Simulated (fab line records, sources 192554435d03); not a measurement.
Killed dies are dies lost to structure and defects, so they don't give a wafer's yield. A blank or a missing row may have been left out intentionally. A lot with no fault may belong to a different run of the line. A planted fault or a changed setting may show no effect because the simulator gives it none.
Which tool is to blame? + flow n5-finfet + Sampling: 23 lots, 69 wafers, 6 of 1938 route steps

== WHAT THE GAUGES READ, wafer by wafer ==
The record holds no reading of a measuring or inspecting step that can be judged against a usual standard deviation.

== WHICH TOOL RAN EACH LOT (tool, then ch and the chambers of the sampled wafers, then the start) ==
| lot  | N5_GATE_CUT_HM_OPEN_40             | N5_GATE_CUT_ALD_22                | N5_MOL_CONTACT_COAG_ETCH_106       | N5_MOL_CONTACT_COAG_STRIP_98       | N5_MOL_CONTACT_COAG_SIL_ANNEAL_21 | N5_MOL_CONTACT_COAG_ALD_27        |
|------|------------------------------------|-----------------------------------|------------------------------------|------------------------------------|-----------------------------------|-----------------------------------|
| L074 | rie-diel-02 ch 0,1,2, day 4 10:14  | ald-sin-04 ch 0,1, day 4 11:07    | rie-diel-04 ch 2,3, day 4 15:13    | rie-diel-04 ch 2,3, day 4 15:28    | rtp-anneal-01 ch 0, day 4 17:06   | ald-sin-01 ch 0,1,2, day 4 23:49  |
| L075 | rie-diel-01 ch 0,2,3, day 4 17:31  | ald-sin-03 ch 2,3, day 4 18:13    | rie-diel-04 ch 0,1,3, day 4 21:16  | rie-diel-04 ch 0,1,3, day 4 21:30  | rtp-anneal-01 ch 0, day 4 23:03   | ald-sin-02 ch 0,2,3, day 5 03:10  |
| L076 | rie-diel-01 ch 1,2,3, day 4 21:26  | ald-sin-03 ch 0,1, day 4 22:06    | rie-diel-06 ch 0,2,3, day 5 01:08  | rie-diel-06 ch 0,2,3, day 5 01:23  | rtp-anneal-02 ch 0, day 5 02:34   | ald-sin-01 ch 0,1,3, day 5 06:52  |
| L077 | rie-diel-01 ch 1,3, day 5 06:44    | ald-sin-04 ch 0,2, day 5 07:25    | rie-diel-04 ch 1,2,3, day 5 11:10  | rie-diel-04 ch 1,2,3, day 5 11:25  | rtp-anneal-01 ch 0, day 5 12:26   | ald-sin-03 ch 0,2,3, day 5 17:11  |
| L078 | rie-diel-03 ch 0,2, day 5 09:49    | ald-sin-01 ch 0,1,2, day 5 10:35  | rie-diel-05 ch 2,3, day 5 13:37    | rie-diel-05 ch 2,3, day 5 13:52    | rtp-anneal-02 ch 0, day 5 14:56   | ald-sin-02 ch 0,2, day 5 18:15    |
| L080 | rie-diel-02 ch 0,1,2, day 6 03:05  | ald-sin-01 ch 0,1,2, day 6 03:46  | rie-diel-05 ch 0,1, day 6 06:55    | rie-diel-05 ch 0,1, day 6 07:10    | rtp-anneal-02 ch 0, day 6 08:19   | ald-sin-01 ch 0,1,2, day 6 14:19  |
| L081 | rie-diel-03 ch 2,3, day 6 06:26    | ald-sin-04 ch 0,2,3, day 6 07:07  | rie-diel-05 ch 0,2,3, day 6 10:08  | rie-diel-05 ch 0,2,3, day 6 10:23  | rtp-anneal-02 ch 0, day 6 12:31   | ald-sin-01 ch 0,3, day 6 21:22    |
| L082 | rie-diel-01 ch 0,3, day 6 20:05    | ald-sin-04 ch 0,1, day 6 20:46    | rie-diel-06 ch 0,1, day 6 23:59    | rie-diel-06 ch 0,1, day 7 00:14    | rtp-anneal-01 ch 0, day 7 01:47   | ald-sin-02 ch 0,2,3, day 7 08:10  |
| L083 | rie-diel-03 ch 0,1,2, day 7 03:11  | ald-sin-04 ch 0,1,2, day 7 04:16  | rie-diel-05 ch 1,2,3, day 7 07:17  | rie-diel-05 ch 1,2,3, day 7 07:32  | rtp-anneal-01 ch 0, day 7 10:34   | ald-sin-01 ch 1,2,3, day 7 14:15  |
| L085 | rie-diel-03 ch 0,2,3, day 7 06:47  | ald-sin-01 ch 0,1,3, day 7 07:28  | rie-diel-05 ch 0,2,3, day 7 10:37  | rie-diel-05 ch 0,2,3, day 7 10:51  | rtp-anneal-01 ch 0, day 7 11:53   | ald-sin-03 ch 0,1,2, day 7 15:15  |
| L084 | rie-diel-01 ch 0,2,3, day 7 06:49  | ald-sin-03 ch 0,1, day 7 08:08    | rie-diel-04 ch 0,1,3, day 7 11:55  | rie-diel-04 ch 0,1,3, day 7 12:10  | rtp-anneal-01 ch 0, day 7 13:22   | ald-sin-01 ch 1,2,3, day 7 18:03  |
| L086 | rie-diel-03 ch 1,3, day 7 14:53    | ald-sin-01 ch 0,2,3, day 7 15:47  | rie-diel-06 ch 0,3, day 7 18:58    | rie-diel-06 ch 0,3, day 7 19:13    | rtp-anneal-01 ch 0, day 7 20:19   | ald-sin-01 ch 0,3, day 8 02:28    |
| L088 | rie-diel-02 ch 1,2, day 8 03:32    | ald-sin-04 ch 2,3, day 8 04:31    | rie-diel-04 ch 0,1,2, day 8 07:40  | rie-diel-04 ch 0,1,2, day 8 07:55  | rtp-anneal-02 ch 0, day 8 08:57   | ald-sin-02 ch 0,3, day 8 14:08    |
| L087 | rie-diel-03 ch 0,2,3, day 8 04:04  | ald-sin-03 ch 1,2, day 8 05:05    | rie-diel-04 ch 0,3, day 8 08:07    | rie-diel-04 ch 0,3, day 8 08:22    | rtp-anneal-02 ch 0, day 8 09:28   | ald-sin-03 ch 1,2, day 8 15:35    |
| L089 | rie-diel-02 ch 0,2,3, day 8 11:54  | ald-sin-03 ch 0,3, day 8 12:34    | rie-diel-06 ch 1,2,3, day 8 16:04  | rie-diel-06 ch 1,2,3, day 8 16:19  | rtp-anneal-01 ch 0, day 8 17:53   | ald-sin-02 ch 2,3, day 9 00:40    |
| L090 | rie-diel-02 ch 0,1,2, day 8 22:40  | ald-sin-01 ch 0,1,3, day 9 00:43  | rie-diel-05 ch 0,1,3, day 9 03:45  | rie-diel-05 ch 0,1,3, day 9 03:59  | rtp-anneal-01 ch 0, day 9 05:31   | ald-sin-03 ch 1,2,3, day 9 09:44  |
| L091 | rie-diel-03 ch 0,1,3, day 9 01:16  | ald-sin-01 ch 1,2,3, day 9 02:24  | rie-diel-06 ch 1,2, day 9 05:34    | rie-diel-06 ch 1,2, day 9 05:49    | rtp-anneal-02 ch 0, day 9 06:54   | ald-sin-02 ch 0,3, day 9 14:20    |
| L092 | rie-diel-03 ch 2,3, day 9 04:49    | ald-sin-01 ch 0,1,3, day 9 05:29  | rie-diel-05 ch 0,2,3, day 9 17:44  | rie-diel-05 ch 0,2,3, day 9 17:58  | rtp-anneal-02 ch 0, day 9 19:14   | ald-sin-01 ch 1,2, day 10 00:02   |
| L094 | rie-diel-02 ch 0,1,3, day 9 14:26  | ald-sin-04 ch 0,3, day 9 15:07    | rie-diel-05 ch 1,2, day 9 18:09    | rie-diel-05 ch 1,2, day 9 18:23    | rtp-anneal-02 ch 0, day 9 19:41   | ald-sin-01 ch 0,3, day 10 01:44   |
| L093 | rie-diel-01 ch 2,3, day 9 15:17    | ald-sin-01 ch 1,2, day 9 15:57    | rie-diel-05 ch 0,3, day 9 18:59    | rie-diel-05 ch 0,3, day 9 19:13    | rtp-anneal-01 ch 0, day 9 20:41   | ald-sin-02 ch 1,2,3, day 10 04:06 |
| L095 | rie-diel-03 ch 2,3, day 9 21:20    | ald-sin-01 ch 0,2, day 9 22:00    | rie-diel-05 ch 0,3, day 10 01:02   | rie-diel-05 ch 0,3, day 10 01:16   | rtp-anneal-02 ch 0, day 10 04:07  | ald-sin-01 ch 0,3, day 10 09:47   |
| L096 | rie-diel-03 ch 1,2,3, day 10 01:47 | ald-sin-04 ch 0,3, day 10 02:28   | rie-diel-04 ch 0,1,3, day 10 05:37 | rie-diel-04 ch 0,1,3, day 10 05:51 | rtp-anneal-02 ch 0, day 10 07:58  | ald-sin-01 ch 0,2,3, day 10 13:34 |
| L097 | rie-diel-03 ch 0,2, day 10 10:37   | ald-sin-04 ch 1,2,3, day 10 11:29 | rie-diel-04 ch 0,1,2, day 10 14:53 | rie-diel-04 ch 0,1,2, day 10 15:07 | rtp-anneal-02 ch 0, day 10 17:18  | ald-sin-02 ch 0,3, day 10 23:54   |
- N5_GATE_CUT_HM_OPEN_40: chemistry C4F6/O2, target SiO2, target depth 139 nm, time 85.1 s.
- N5_GATE_CUT_ALD_22: deposits SiNx, target thk 16 nm, pulse time 1 s, ald cycles 320.
- N5_MOL_CONTACT_COAG_ETCH_106: etches SOC in N2/H2, target depth 80 nm, overetch 16 nm, time 120 s.
- N5_MOL_CONTACT_COAG_STRIP_98: strips in N2/H2.
- N5_MOL_CONTACT_COAG_SIL_ANNEAL_21: time 60 s.
- N5_MOL_CONTACT_COAG_ALD_27: deposits SiOC, target thk 17 nm, pulse time 1.5 s, time 2720 s.

== AS READ BY THE TOOLS THEMSELVES (means over the sampled wafers that have a number; for cases with no such wafer, the mark the record gives instead) ==
N5_GATE_CUT_HM_OPEN_40.
| lot  | tool        | drypump-motor-current-A (A) | etch-rf-on-time-s (s) | oes-product-au (a.u.) | rf-vpp-V (V) | showerhead-plenum-p-Torr (Torr) | throttle-valve-pct (%) |
|------|-------------|-----------------------------|-----------------------|-----------------------|--------------|---------------------------------|------------------------|
| L074 | rie-diel-02 | 5.7                         | 96.3                  | 0.67                  | 662          | 2.86                            | 21.07                  |
| L075 | rie-diel-01 | 6.2                         | 92.9                  | 0.69                  | 668          | 2.83                            | 20.83                  |
| L076 | rie-diel-01 | 5.8                         | 94.2                  | 0.69                  | 669          | 2.80                            | 20.97                  |
| L077 | rie-diel-01 | 5.6                         | 91.7                  | 0.69                  | 677          | 2.72                            | 21.12                  |
| L078 | rie-diel-03 | 5.5                         | 93.7                  | 0.67                  | 666          | 2.88                            | 21.18                  |
| L080 | rie-diel-02 | 5.7                         | 95.8                  | 0.66                  | 661          | 2.85                            | 21.08                  |
| L081 | rie-diel-03 | 5.7                         | 93.3                  | 0.66                  | 646          | 2.75                            | 21.20                  |
| L082 | rie-diel-01 | 6.3                         | 92.1                  | 0.68                  | 672          | 2.78                            | 20.89                  |
| L083 | rie-diel-03 | 5.5                         | 94.5                  | 0.64                  | 660          | 2.84                            | 21.26                  |
| L085 | rie-diel-03 | 5.5                         | 93.0                  | 0.67                  | 654          | 2.81                            | 21.17                  |
| L084 | rie-diel-01 | 6.2                         | 91.1                  | 0.67                  | 666          | 2.82                            | 20.85                  |
| L086 | rie-diel-03 | 5.1                         | 96.0                  | 0.63                  | 651          | 2.79                            | 21.28                  |
| L088 | rie-diel-02 | 5.7                         | 94.9                  | 0.68                  | 654          | 2.78                            | 21.19                  |
| L087 | rie-diel-03 | 5.5                         | 96.2                  | 0.65                  | 654          | 2.81                            | 21.17                  |
| L089 | rie-diel-02 | 5.6                         | 93.0                  | 0.76                  | 670          | 2.89                            | 20.83                  |
| L090 | rie-diel-02 | 5.7                         | 95.5                  | 0.73                  | 661          | 2.84                            | 21.00                  |
| L091 | rie-diel-03 | 5.2                         | 99.9                  | 0.64                  | 656          | 2.83                            | 21.21                  |
| L092 | rie-diel-03 | 5.4                         | 95.9                  | 0.75                  | 642          | 2.74                            | 21.01                  |
| L094 | rie-diel-02 | 5.5                         | 92.8                  | 0.75                  | 666          | 2.85                            | 20.92                  |
| L093 | rie-diel-01 | 6.1                         | 91.5                  | 0.66                  | 654          | 2.78                            | 21.15                  |
| L095 | rie-diel-03 | 5.4                         | 95.4                  | 0.74                  | 641          | 2.74                            | 21.02                  |
| L096 | rie-diel-03 | 5.4                         | 94.8                  | 0.72                  | 649          | 2.76                            | 21.13                  |
| L097 | rie-diel-03 | 5.7                         | 91.4                  | 0.81                  | 658          | 2.81                            | 20.97                  |

N5_GATE_CUT_ALD_22.
| lot  | tool       | heater-power-w (W) | precursor-pulse-height-rel |
|------|------------|--------------------|----------------------------|
| L074 | ald-sin-04 | 859                | 0.986                      |
| L075 | ald-sin-03 | 751                | 1.007                      |
| L076 | ald-sin-03 | 938                | 1.002                      |
| L077 | ald-sin-04 | 834                | 0.988                      |
| L078 | ald-sin-01 | 751                | 0.991                      |
| L080 | ald-sin-01 | 762                | 0.999                      |
| L081 | ald-sin-04 | 823                | 1.003                      |
| L082 | ald-sin-04 | 880                | 1.012                      |
| L083 | ald-sin-04 | 827                | 0.999                      |
| L085 | ald-sin-01 | 887                | 0.998                      |
| L084 | ald-sin-03 | 943                | 1.013                      |
| L086 | ald-sin-01 | 908                | 0.972                      |
| L088 | ald-sin-04 | 748                | 0.999                      |
| L087 | ald-sin-03 | 881                | 1.018                      |
| L089 | ald-sin-03 | 899                | 0.968                      |
| L090 | ald-sin-01 | 858                | 1.009                      |
| L091 | ald-sin-01 | 804                | 0.992                      |
| L092 | ald-sin-01 | 860                | 0.986                      |
| L094 | ald-sin-04 | 896                | 1.022                      |
| L093 | ald-sin-01 | 713                | 0.997                      |
| L095 | ald-sin-01 | 824                | 0.984                      |
| L096 | ald-sin-04 | 897                | 0.998                      |
| L097 | ald-sin-04 | 804                | 0.994                      |

N5_MOL_CONTACT_COAG_ETCH_106.
| lot  | tool        | drypump-motor-current-A (A) | oes-product-au (a.u.) | rf-vpp-V (V) | showerhead-plenum-p-Torr (Torr) | throttle-valve-pct (%) |
|------|-------------|-----------------------------|-----------------------|--------------|---------------------------------|------------------------|
| L074 | rie-diel-04 | 6.3                         | 0.76                  | 526.6        | 2.68                            | 17.8                   |
| L075 | rie-diel-04 | 5.7                         | 0.74                  | 525.7        | 2.57                            | 17.7                   |
| L076 | rie-diel-06 | 5.8                         | 0.66                  | 525.4        | 2.60                            | 17.9                   |
| L077 | rie-diel-04 | 6.1                         | 0.71                  | 526.3        | 2.66                            | 17.8                   |
| L078 | rie-diel-05 | 5.6                         | 0.72                  | 524.1        | 2.52                            | 17.4                   |
| L080 | rie-diel-05 | 5.9                         | 0.73                  | 528.4        | 2.67                            | 17.9                   |
| L081 | rie-diel-05 | 5.8                         | 0.74                  | 526.4        | 2.59                            | 17.3                   |
| L082 | rie-diel-06 | 6.4                         | 0.73                  | 527.1        | 2.67                            | 17.8                   |
| L083 | rie-diel-05 | 5.7                         | 0.70                  | 524.8        | 2.58                            | 17.7                   |
| L085 | rie-diel-05 | 5.9                         | 0.73                  | 525.0        | 2.58                            | 17.4                   |
| L084 | rie-diel-04 | 5.7                         | 0.72                  | 523.8        | 2.56                            | 17.7                   |
| L086 | rie-diel-06 | 5.4                         | 0.67                  | 526.3        | 2.65                            | 18.0                   |
| L088 | rie-diel-04 | 5.7                         | 0.70                  | 525.1        | 2.60                            | 17.8                   |
| L087 | rie-diel-04 | 5.9                         | 0.76                  | 523.9        | 2.55                            | 17.7                   |
| L089 | rie-diel-06 | 5.8                         | 0.77                  | 526.3        | 2.60                            | 17.6                   |
| L090 | rie-diel-05 | 6.0                         | 0.69                  | 526.8        | 2.64                            | 17.6                   |
| L091 | rie-diel-06 | 6.1                         | 0.81                  | 524.2        | 2.54                            | 17.3                   |
| L092 | rie-diel-05 | 5.8                         | 0.72                  | 525.8        | 2.58                            | 17.4                   |
| L094 | rie-diel-05 | 5.7                         | 0.69                  | 525.3        | 2.59                            | 18.0                   |
| L093 | rie-diel-05 | 6.1                         | 0.73                  | 527.6        | 2.64                            | 17.3                   |
| L095 | rie-diel-05 | 6.1                         | 0.72                  | 527.7        | 2.64                            | 17.3                   |
| L096 | rie-diel-04 | 5.7                         | 0.70                  | 523.9        | 2.55                            | 17.8                   |
| L097 | rie-diel-04 | 5.7                         | 0.69                  | 525.0        | 2.59                            | 17.9                   |

N5_MOL_CONTACT_COAG_STRIP_98.
| lot  | tool        | drypump-motor-current-A (A) | oes-product-au (a.u.) | rf-vpp-V (V) | showerhead-plenum-p-Torr (Torr) | throttle-valve-pct (%) |
|------|-------------|-----------------------------|-----------------------|--------------|---------------------------------|------------------------|
| L074 | rie-diel-04 | 6.3                         | 0.86                  | 53.9         | 3.53                            | 19.0                   |
| L075 | rie-diel-04 | 5.7                         | 0.83                  | 53.3         | 3.39                            | 18.8                   |
| L076 | rie-diel-06 | 5.8                         | 0.73                  | 54.5         | 3.43                            | 19.0                   |
| L077 | rie-diel-04 | 6.2                         | 0.80                  | 54.9         | 3.50                            | 19.1                   |
| L078 | rie-diel-05 | 5.6                         | 0.82                  | 56.1         | 3.33                            | 18.3                   |
| L080 | rie-diel-05 | 5.9                         | 0.82                  | 53.7         | 3.52                            | 18.9                   |
| L081 | rie-diel-05 | 5.8                         | 0.83                  | 54.6         | 3.42                            | 18.2                   |
| L082 | rie-diel-06 | 6.4                         | 0.83                  | 55.0         | 3.52                            | 18.7                   |
| L083 | rie-diel-05 | 5.8                         | 0.77                  | 54.3         | 3.40                            | 18.5                   |
| L085 | rie-diel-05 | 5.8                         | 0.82                  | 54.3         | 3.41                            | 18.2                   |
| L084 | rie-diel-04 | 5.7                         | 0.81                  | 54.6         | 3.38                            | 18.8                   |
| L086 | rie-diel-06 | 5.5                         | 0.75                  | 55.0         | 3.50                            | 19.3                   |
| L088 | rie-diel-04 | 5.7                         | 0.79                  | 55.1         | 3.43                            | 18.8                   |
| L087 | rie-diel-04 | 5.9                         | 0.85                  | 54.7         | 3.37                            | 18.8                   |
| L089 | rie-diel-06 | 5.8                         | 0.87                  | 56.1         | 3.43                            | 18.6                   |
| L090 | rie-diel-05 | 6.0                         | 0.77                  | 54.6         | 3.48                            | 18.5                   |
| L091 | rie-diel-06 | 6.1                         | 0.93                  | 54.6         | 3.35                            | 18.1                   |
| L092 | rie-diel-05 | 5.9                         | 0.80                  | 54.0         | 3.40                            | 18.3                   |
| L094 | rie-diel-05 | 5.7                         | 0.76                  | 54.7         | 3.42                            | 19.0                   |
| L093 | rie-diel-05 | 6.1                         | 0.81                  | 54.2         | 3.49                            | 18.2                   |
| L095 | rie-diel-05 | 6.1                         | 0.81                  | 56.8         | 3.49                            | 18.2                   |
| L096 | rie-diel-04 | 5.7                         | 0.78                  | 52.3         | 3.37                            | 18.9                   |
| L097 | rie-diel-04 | 5.7                         | 0.77                  | 54.7         | 3.41                            | 18.8                   |

N5_MOL_CONTACT_COAG_SIL_ANNEAL_21.
| lot  | tool          | lamp-power-pct (%) | wafer_temp_C_max |
|------|---------------|--------------------|------------------|
| L074 | rtp-anneal-01 | 6.8                | 551.3            |
| L075 | rtp-anneal-01 | 6.8                | 551.6            |
| L076 | rtp-anneal-02 | 5.5                | 553.9            |
| L077 | rtp-anneal-01 | 6.8                | 552.7            |
| L078 | rtp-anneal-02 | 5.5                | 553.8            |
| L080 | rtp-anneal-02 | 5.5                | 554.0            |
| L081 | rtp-anneal-02 | 5.5                | 553.8            |
| L082 | rtp-anneal-01 | 6.8                | 552.0            |
| L083 | rtp-anneal-01 | 6.8                | 551.8            |
| L085 | rtp-anneal-01 | 6.8                | 551.6            |
| L084 | rtp-anneal-01 | 6.8                | 551.8            |
| L086 | rtp-anneal-01 | 6.8                | 551.7            |
| L088 | rtp-anneal-02 | 5.5                | 554.1            |
| L087 | rtp-anneal-02 | 5.5                | 553.1            |
| L089 | rtp-anneal-01 | 6.8                | 551.8            |
| L090 | rtp-anneal-01 | 6.8                | 551.6            |
| L091 | rtp-anneal-02 | 5.5                | 554.4            |
| L092 | rtp-anneal-02 | 5.5                | 554.1            |
| L094 | rtp-anneal-02 | 5.5                | 553.7            |
| L093 | rtp-anneal-01 | 6.8                | 552.3            |
| L095 | rtp-anneal-02 | 5.5                | 553.5            |
| L096 | rtp-anneal-02 | 5.5                | 553.4            |
| L097 | rtp-anneal-02 | 5.5                | 554.3            |

N5_MOL_CONTACT_COAG_ALD_27.
| lot  | tool       | heater-power-w (W) | precursor-pulse-height-rel |
|------|------------|--------------------|----------------------------|
| L074 | ald-sin-01 | 750                | 0.998                      |
| L075 | ald-sin-02 | 908                | 0.997                      |
| L076 | ald-sin-01 | 873                | 0.981                      |
| L077 | ald-sin-03 | 823                | 0.971                      |
| L078 | ald-sin-02 | 905                | 0.980                      |
| L080 | ald-sin-01 | 760                | 0.996                      |
| L081 | ald-sin-01 | 985                | 0.996                      |
| L082 | ald-sin-02 | 890                | 0.988                      |
| L083 | ald-sin-01 | 798                | 0.996                      |
| L085 | ald-sin-03 | 853                | 0.987                      |
| L084 | ald-sin-01 | 802                | 1.007                      |
| L086 | ald-sin-01 | 967                | 0.982                      |
| L088 | ald-sin-02 | 903                | 1.002                      |
| L087 | ald-sin-03 | 874                | 0.972                      |
| L089 | ald-sin-02 | 896                | 1.009                      |
| L090 | ald-sin-03 | 848                | 0.997                      |
| L091 | ald-sin-02 | 902                | 0.986                      |
| L092 | ald-sin-01 | 626                | 0.989                      |
| L094 | ald-sin-01 | 973                | 0.982                      |
| L093 | ald-sin-02 | 837                | 1.016                      |
| L095 | ald-sin-01 | 995                | 1.001                      |
| L096 | ald-sin-01 | 918                | 1.020                      |
| L097 | ald-sin-02 | 918                | 1.010                      |

== THE ANSWER, worked out from the rows above alone ==
Rule: the lots themselves supply what counts as usual. The widest of any qualifying gaps counts: lots, ordered by their means at a reading, are off when they make up no more than a third of the lots, leave a main group of 4 or more, and stand apart from it by 3 or more times the standard deviation of that group's means. If all means in a main group match to the digits the tables above print for the reading, that group is not used. A lot without any number at a reading at which 4 lots or more have one is off too. Any other lot the step has rows for is counted as sound. Order of review: gauges by route order, followed by the tools' own readings, for which a lot's mean as printed above is used. The first step at which some lot is off is used, and at that step the reading that is off furthest; a lot without a number counts as furthest.
None of the lots is off at any reading shown; this tells nothing.

== WHAT WAS PUT IN BY THE SIMULATOR ==
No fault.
